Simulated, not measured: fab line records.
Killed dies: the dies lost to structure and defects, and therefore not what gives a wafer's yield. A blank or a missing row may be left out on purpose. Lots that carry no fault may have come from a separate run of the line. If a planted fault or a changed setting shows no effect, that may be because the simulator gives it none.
Which tool was responsible? | flow n5-finfet | 72 wafers from 24 lots sampled at 6 of the route's 1938 steps

== WHAT THE GAUGES SHOWED, per wafer ==
Not one reading of a measure or inspect step in the record can be checked against a usual standard deviation.

== WHICH TOOL RAN EACH LOT (tool, then ch and the chambers of the sampled wafers, then the start) ==
lot  | N5_BEOL_M2_HM_OPEN_17             | N5_BEOL_M2_ANNEAL_82         | N5_BEOL_M2_ANNEAL_87         | N5_BEOL_M2_SPUTTER_88        | N5_BEOL_M2_SPUTTER_92        | N5_BEOL_M2_PRE_CLEAN_60
L074 | rie-metal-03 ch 0,1, day 6 13:24  | pvd-sputter-02, day 6 16:50  | pvd-sputter-02, day 6 17:03  | pvd-sputter-02, day 6 17:11  | pvd-sputter-02, day 6 17:38  | cvd-co-02 ch 0,1,2, day 6 18:53
L075 | rie-metal-03 ch 0, day 7 02:53    | pvd-sputter-01, day 7 06:52  | pvd-sputter-01, day 7 07:05  | pvd-sputter-01, day 7 07:14  | pvd-sputter-01, day 7 07:40  | cvd-co-02 ch 0,1, day 7 08:57
L076 | rie-metal-02 ch 0,1, day 7 15:55  | pvd-sputter-02, day 7 23:11  | pvd-sputter-02, day 7 23:24  | pvd-sputter-02, day 7 23:32  | pvd-sputter-02, day 7 23:59  | cvd-co-02 ch 1,2, day 8 01:24
L077 | rie-metal-02 ch 0,1, day 7 16:08  | pvd-sputter-03, day 8 00:53  | pvd-sputter-03, day 8 01:07  | pvd-sputter-03, day 8 01:15  | pvd-sputter-03, day 8 01:41  | cvd-co-02 ch 0,1,2, day 8 02:58
L078 | rie-metal-03 ch 0, day 7 17:25    | pvd-sputter-03, day 8 05:09  | pvd-sputter-03, day 8 05:22  | pvd-sputter-03, day 8 05:31  | pvd-sputter-03, day 8 05:57  | cvd-co-01 ch 1,2, day 8 07:13
L079 | rie-metal-01 ch 0, day 7 22:19    | pvd-sputter-02, day 8 05:24  | pvd-sputter-02, day 8 05:37  | pvd-sputter-02, day 8 05:46  | pvd-sputter-02, day 8 06:12  | cvd-co-02 ch 0,2, day 8 07:31
L081 | rie-metal-02 ch 0,1, day 8 05:41  | pvd-sputter-03, day 8 13:49  | pvd-sputter-03, day 8 14:02  | pvd-sputter-03, day 8 14:10  | pvd-sputter-03, day 8 14:37  | cvd-co-02 ch 0,2, day 8 15:56
L080 | rie-metal-01 ch 0,1, day 8 07:47  | pvd-sputter-03, day 8 11:58  | pvd-sputter-03, day 8 12:11  | pvd-sputter-03, day 8 12:20  | pvd-sputter-03, day 8 12:46  | cvd-co-02 ch 1,2, day 8 14:02
L082 | rie-metal-03 ch 0, day 8 16:02    | pvd-sputter-02, day 8 21:51  | pvd-sputter-02, day 8 22:04  | pvd-sputter-02, day 8 22:13  | pvd-sputter-02, day 8 22:39  | cvd-co-02 ch 0,1,2, day 9 00:07
L083 | rie-metal-02 ch 0, day 8 20:58    | pvd-sputter-01, day 9 03:03  | pvd-sputter-01, day 9 03:16  | pvd-sputter-01, day 9 03:25  | pvd-sputter-01, day 9 03:51  | cvd-co-02 ch 1,2, day 9 05:07
L084 | rie-metal-02 ch 1, day 9 04:17    | pvd-sputter-01, day 9 11:30  | pvd-sputter-01, day 9 11:43  | pvd-sputter-01, day 9 11:52  | pvd-sputter-01, day 9 12:18  | cvd-co-02 ch 0,2, day 9 13:35
L086 | rie-metal-03 ch 0,1, day 9 15:40  | pvd-sputter-02, day 9 20:58  | pvd-sputter-02, day 9 21:11  | pvd-sputter-02, day 9 21:20  | pvd-sputter-02, day 9 21:46  | cvd-co-01 ch 0,2, day 9 23:38
L085 | rie-metal-03 ch 0,1, day 9 15:52  | pvd-sputter-03, day 10 00:10 | pvd-sputter-03, day 10 00:23 | pvd-sputter-03, day 10 00:32 | pvd-sputter-03, day 10 00:58 | cvd-co-01 ch 0,1,2, day 10 02:14
L088 | rie-metal-02 ch 0,1, day 10 00:35 | pvd-sputter-01, day 10 08:41 | pvd-sputter-01, day 10 08:54 | pvd-sputter-01, day 10 09:02 | pvd-sputter-01, day 10 09:29 | cvd-co-02 ch 0,1,2, day 10 10:52
L087 | rie-metal-01 ch 0,1, day 10 12:43 | pvd-sputter-03, day 10 17:52 | pvd-sputter-03, day 10 18:05 | pvd-sputter-03, day 10 18:14 | pvd-sputter-03, day 10 18:40 | cvd-co-01 ch 0,2, day 10 20:01
L089 | rie-metal-03 ch 0,1, day 10 16:13 | pvd-sputter-03, day 10 22:04 | pvd-sputter-03, day 10 22:17 | pvd-sputter-03, day 10 22:26 | pvd-sputter-03, day 10 22:52 | cvd-co-02 ch 0,1,2, day 11 00:20
L090 | rie-metal-02 ch 0,1, day 10 16:46 | pvd-sputter-01, day 10 23:45 | pvd-sputter-01, day 10 23:58 | pvd-sputter-01, day 11 00:07 | pvd-sputter-01, day 11 00:33 | cvd-co-02 ch 0,1,2, day 11 01:49
L092 | rie-metal-02 ch 0,1, day 10 18:37 | pvd-sputter-02, day 11 00:01 | pvd-sputter-02, day 11 00:14 | pvd-sputter-02, day 11 00:22 | pvd-sputter-02, day 11 00:49 | cvd-co-01 ch 0,2, day 11 02:05
L091 | rie-metal-02 ch 0,1, day 10 19:56 | pvd-sputter-03, day 11 05:35 | pvd-sputter-03, day 11 05:48 | pvd-sputter-03, day 11 05:56 | pvd-sputter-03, day 11 06:23 | cvd-co-02 ch 0,2, day 11 07:38
L093 | rie-metal-01 ch 0,1, day 11 07:49 | pvd-sputter-01, day 11 17:45 | pvd-sputter-01, day 11 17:58 | pvd-sputter-01, day 11 18:07 | pvd-sputter-01, day 11 18:33 | cvd-co-02 ch 0,2, day 11 20:37
L094 | rie-metal-01 ch 1, day 11 09:11   | pvd-sputter-02, day 11 23:00 | pvd-sputter-02, day 11 23:13 | pvd-sputter-02, day 11 23:22 | pvd-sputter-02, day 11 23:48 | cvd-co-01 ch 0,1,2, day 12 01:04
L095 | rie-metal-03 ch 0,1, day 11 20:52 | pvd-sputter-03, day 12 09:06 | pvd-sputter-03, day 12 09:19 | pvd-sputter-03, day 12 09:28 | pvd-sputter-03, day 12 09:54 | cvd-co-02 ch 0,1, day 12 11:16
L096 | rie-metal-01 ch 1, day 12 06:26   | pvd-sputter-02, day 12 09:41 | pvd-sputter-02, day 12 09:54 | pvd-sputter-02, day 12 10:02 | pvd-sputter-02, day 12 10:29 | cvd-co-02 ch 0,1,2, day 12 12:02
L097 | rie-metal-01 ch 0,1, day 12 08:27 | pvd-sputter-03, day 12 12:12 | pvd-sputter-03, day 12 12:25 | pvd-sputter-03, day 12 12:34 | pvd-sputter-03, day 12 13:00 | cvd-co-01 ch 0,2, day 12 15:05
- N5_BEOL_M2_HM_OPEN_17: chemistry Cl2/BCl3, target TiN, target depth 20 nm, overetch 6 nm.
- N5_BEOL_M2_ANNEAL_82: time 240 s.
- N5_BEOL_M2_ANNEAL_87: time 240 s.
- N5_BEOL_M2_SPUTTER_88: material Cu, target thk 4.5 nm, time 8.29 s.
- N5_BEOL_M2_SPUTTER_92: material Cu, target thk 4.5 nm, time 8.29 s.
- N5_BEOL_M2_PRE_CLEAN_60: time 15 s.

== AS READ BY THE TOOLS THEMSELVES (means over the sampled wafers that have a number; for cases with no such wafer, the mark the record gives instead) ==
N5_BEOL_M2_HM_OPEN_17. Usual: drypump-motor-current-A 5.5 A, standard deviation 0.38; mfc-ar-sccm 25.01 sccm, standard deviation 0.072; oes-product-au 0.68 a.u., standard deviation 0.091; throttle-valve-pct 22.09 %, standard deviation 0.16.
lot  | tool         | drypump-motor-current-A (A) | mfc-ar-sccm (sccm) | oes-product-au (a.u.) | throttle-valve-pct (%) | flag
L074 | rie-metal-03 | 5.9                         | 24.97              | 0.54                  | 22.35                  |
L075 | rie-metal-03 | 5.4                         | 24.99              | 0.61                  | 22.16                  |
L076 | rie-metal-02 | 5.7                         | 25.01              | 0.58                  | 22.23                  |
L077 | rie-metal-02 | 5.4                         | 24.97              | 0.65                  | 22.09                  |
L078 | rie-metal-03 | 5.4                         | 25.01              | 0.61                  | 22.20                  |
L079 | rie-metal-01 | 5.3                         | 25.02              | 0.64                  | 22.25                  |
L081 | rie-metal-02 | 5.7                         | 25.03              | 0.58                  | 22.23                  |
L080 | rie-metal-01 | 5.3                         | 25.10              | 0.68                  | 22.16                  |
L082 | rie-metal-03 | 5.4                         | 24.94              | 0.60                  | 22.18                  |
L083 | rie-metal-02 | 6.0                         | 24.97              | 0.51                  | 22.39                  |
L084 | rie-metal-02 | 5.2                         | 24.94              | 0.70                  | 21.95                  |
L086 | rie-metal-03 | 5.7                         | 24.97              | 0.68                  | 22.07                  |
L085 | rie-metal-03 | 5.7                         | 24.99              | 0.67                  | 22.11                  |
L088 | rie-metal-02 | 5.4                         | 25.07              | 0.73                  | 21.99                  |
L087 | rie-metal-01 | 5.2                         | 24.97              | 0.71                  | 22.11                  |
L089 | rie-metal-03 | 5.9                         | 24.98              | 0.73                  | 21.98                  |
L090 | rie-metal-02 | 5.7                         | 25.02              | 0.77                  | 22.00                  |
L092 | rie-metal-02 | 5.4                         | 25.02              | 0.73                  | 21.98                  |
L091 | rie-metal-02 | 5.7                         | 24.99              | 0.76                  | 22.02                  |
L093 | rie-metal-01 | 5.2                         | 24.98              | 0.67                  | 22.19                  |
L094 | rie-metal-01 | 5.2                         | 25.03              | 0.74                  | 22.03                  |
L095 | rie-metal-03 | 5.9                         | 24.94              | 0.71                  | 21.99                  |
L096 | rie-metal-01 | 5.2                         | 25.08              | 0.73                  | 22.04                  |
L097 | rie-metal-01 | 5.2                         | 25.08              | 0.69                  | 22.13                  |

N5_BEOL_M2_ANNEAL_82. Usual: heater-power-w 840 W, standard deviation 69; susceptor_temp_C_max 400.9, standard deviation 0.43.
lot  | tool           | heater-power-w (W) | susceptor_temp_C_max | flag
L074 | pvd-sputter-02 | 883                | 400.8                |
L075 | pvd-sputter-01 | 805                | 400.8                |
L076 | pvd-sputter-02 | 875                | 400.6                |
L077 | pvd-sputter-03 | 843                | 401.2                |
L078 | pvd-sputter-03 | 846                | 401.1                |
L079 | pvd-sputter-02 | 850                | 400.5                |
L081 | pvd-sputter-03 | 817                | 400.8                |
L080 | pvd-sputter-03 | 834                | 401.1                |
L082 | pvd-sputter-02 | 882                | 400.7                |
L083 | pvd-sputter-01 | 798                | 401.0                |
L084 | pvd-sputter-01 | 781                | 401.3                |
L086 | pvd-sputter-02 | 868                | 400.7                |
L085 | pvd-sputter-03 | 785                | 401.3                |
L088 | pvd-sputter-01 | 948                | 401.0                |
L087 | pvd-sputter-03 | 783                | 401.3                |
L089 | pvd-sputter-03 | 817                | 400.7                |
L090 | pvd-sputter-01 | 863                | 400.7                |
L092 | pvd-sputter-02 | 863                | 400.4                |
L091 | pvd-sputter-03 | 830                | 400.8                |
L093 | pvd-sputter-01 | 828                | 401.0                |
L094 | pvd-sputter-02 | 857                | 400.9                |
L095 | pvd-sputter-03 | 788                | 400.9                |
L096 | pvd-sputter-02 | 911                | 400.4                |
L097 | pvd-sputter-03 | 787                | 401.5                |

N5_BEOL_M2_ANNEAL_87. Usual: heater-power-w 840 W, standard deviation 70; susceptor_temp_C_max 400.9, standard deviation 0.43.
lot  | tool           | heater-power-w (W) | susceptor_temp_C_max | flag
L074 | pvd-sputter-02 | 878                | 400.6                |
L075 | pvd-sputter-01 | 797                | 400.9                |
L076 | pvd-sputter-02 | 875                | 400.4                |
L077 | pvd-sputter-03 | 838                | 401.5                |
L078 | pvd-sputter-03 | 839                | 401.6                |
L079 | pvd-sputter-02 | 867                | 400.7                |
L081 | pvd-sputter-03 | 817                | 400.9                |
L080 | pvd-sputter-03 | 829                | 400.9                |
L082 | pvd-sputter-02 | 882                | 400.5                |
L083 | pvd-sputter-01 | 810                | 401.1                |
L084 | pvd-sputter-01 | 762                | 400.9                |
L086 | pvd-sputter-02 | 870                | 400.7                |
L085 | pvd-sputter-03 | 786                | 401.2                |
L088 | pvd-sputter-01 | 943                | 400.7                |
L087 | pvd-sputter-03 | 780                | 401.3                |
L089 | pvd-sputter-03 | 808                | 400.7                |
L090 | pvd-sputter-01 | 873                | 400.7                |
L092 | pvd-sputter-02 | 888                | 400.8                |
L091 | pvd-sputter-03 | 830                | 401.3                |
L093 | pvd-sputter-01 | 827                | 400.9                |
L094 | pvd-sputter-02 | 840                | 400.7                |
L095 | pvd-sputter-03 | 780                | 401.2                |
L096 | pvd-sputter-02 | 900                | 400.6                |
L097 | pvd-sputter-03 | 790                | 401.0                |

N5_BEOL_M2_SPUTTER_88. Usual: 29.9 % for throttle-valve-pct, sd 1.2.
lot  | tool           | throttle-valve-pct (%) | flag
L074 | pvd-sputter-02 | 30.9                   |
L075 | pvd-sputter-01 | 29.7                   |
L076 | pvd-sputter-02 | 31.0                   |
L077 | pvd-sputter-03 | 29.3                   |
L078 | pvd-sputter-03 | 29.3                   |
L079 | pvd-sputter-02 | 31.0                   |
L081 | pvd-sputter-03 | 29.2                   |
L080 | pvd-sputter-03 | 28.5                   |
L082 | pvd-sputter-02 | 30.9                   |
L083 | pvd-sputter-01 | 29.7                   |
L084 | pvd-sputter-01 | 31.3                   |
L086 | pvd-sputter-02 | 30.8                   |
L085 | pvd-sputter-03 | 28.5                   |
L088 | pvd-sputter-01 | 28.2                   |
L087 | pvd-sputter-03 | 28.7                   |
L089 | pvd-sputter-03 | 29.3                   |
L090 | pvd-sputter-01 | 29.1                   |
L092 | pvd-sputter-02 | 30.9                   |
L091 | pvd-sputter-03 | 28.5                   |
L093 | pvd-sputter-01 | 30.5                   |
L094 | pvd-sputter-02 | 30.9                   |
L095 | pvd-sputter-03 | 29.3                   |
L096 | pvd-sputter-02 | 30.8                   |
L097 | pvd-sputter-03 | 28.6                   |

N5_BEOL_M2_SPUTTER_92. Usual: 29.9 % for throttle-valve-pct, sd 1.2.
lot  | tool           | throttle-valve-pct (%) | flag
L074 | pvd-sputter-02 | 30.9                   |
L075 | pvd-sputter-01 | 29.7                   |
L076 | pvd-sputter-02 | 30.9                   |
L077 | pvd-sputter-03 | 29.3                   |
L078 | pvd-sputter-03 | 29.3                   |
L079 | pvd-sputter-02 | 30.9                   |
L081 | pvd-sputter-03 | 29.2                   |
L080 | pvd-sputter-03 | 28.4                   |
L082 | pvd-sputter-02 | 30.8                   |
L083 | pvd-sputter-01 | 29.7                   |
L084 | pvd-sputter-01 | 31.3                   |
L086 | pvd-sputter-02 | 30.8                   |
L085 | pvd-sputter-03 | 28.6                   |
L088 | pvd-sputter-01 | 28.1                   |
L087 | pvd-sputter-03 | 28.6                   |
L089 | pvd-sputter-03 | 29.2                   |
L090 | pvd-sputter-01 | 29.1                   |
L092 | pvd-sputter-02 | 30.9                   |
L091 | pvd-sputter-03 | 28.5                   |
L093 | pvd-sputter-01 | 30.3                   |
L094 | pvd-sputter-02 | 31.0                   |
L095 | pvd-sputter-03 | 29.3                   |
L096 | pvd-sputter-02 | 31.0                   |
L097 | pvd-sputter-03 | 28.4                   |

N5_BEOL_M2_PRE_CLEAN_60. Usual: 80 W for heater-power-w, sd 9.8.
lot  | tool      | heater-power-w (W) | flag
L074 | cvd-co-02 | 78                 |
L075 | cvd-co-02 | 72                 |
L076 | cvd-co-02 | 75                 |
L077 | cvd-co-02 | 78                 |
L078 | cvd-co-01 | 93                 |
L079 | cvd-co-02 | 83                 |
L081 | cvd-co-02 | 83                 |
L080 | cvd-co-02 | 81                 |
L082 | cvd-co-02 | 79                 |
L083 | cvd-co-02 | 82                 |
L084 | cvd-co-02 | 80                 |
L086 | cvd-co-01 | 85                 |
L085 | cvd-co-01 | 84                 |
L088 | cvd-co-02 | 78                 |
L087 | cvd-co-01 | 76                 |
L089 | cvd-co-02 | 78                 |
L090 | cvd-co-02 | 79                 |
L092 | cvd-co-01 | 87                 |
L091 | cvd-co-02 | 84                 |
L093 | cvd-co-02 | 84                 |
L094 | cvd-co-01 | 86                 |
L095 | cvd-co-02 | 75                 |
L096 | cvd-co-02 | 78                 |
L097 | cvd-co-01 | 86                 |

== THE ANSWER, worked out from the rows above alone ==
Rule: take the mean of a lot's wafers that have a number; if it is more than 3 standard deviations from the usual mean, the lot is off. Also off: a lot with no number at a reading for which 4 or more lots have one. Where the step has rows for the other lots, those lots are counted as sound. The gauges are gone through in route order, then the tools' own readings, and for those a lot's mean is taken as printed above. At the first step where some lot is off, the reading lying furthest off is the one used; lots without a number count as furthest.
Nothing can be told from this: no lot is off at any reading shown.

== WHAT HAD BEEN PUT IN BY THE SIMULATOR ==
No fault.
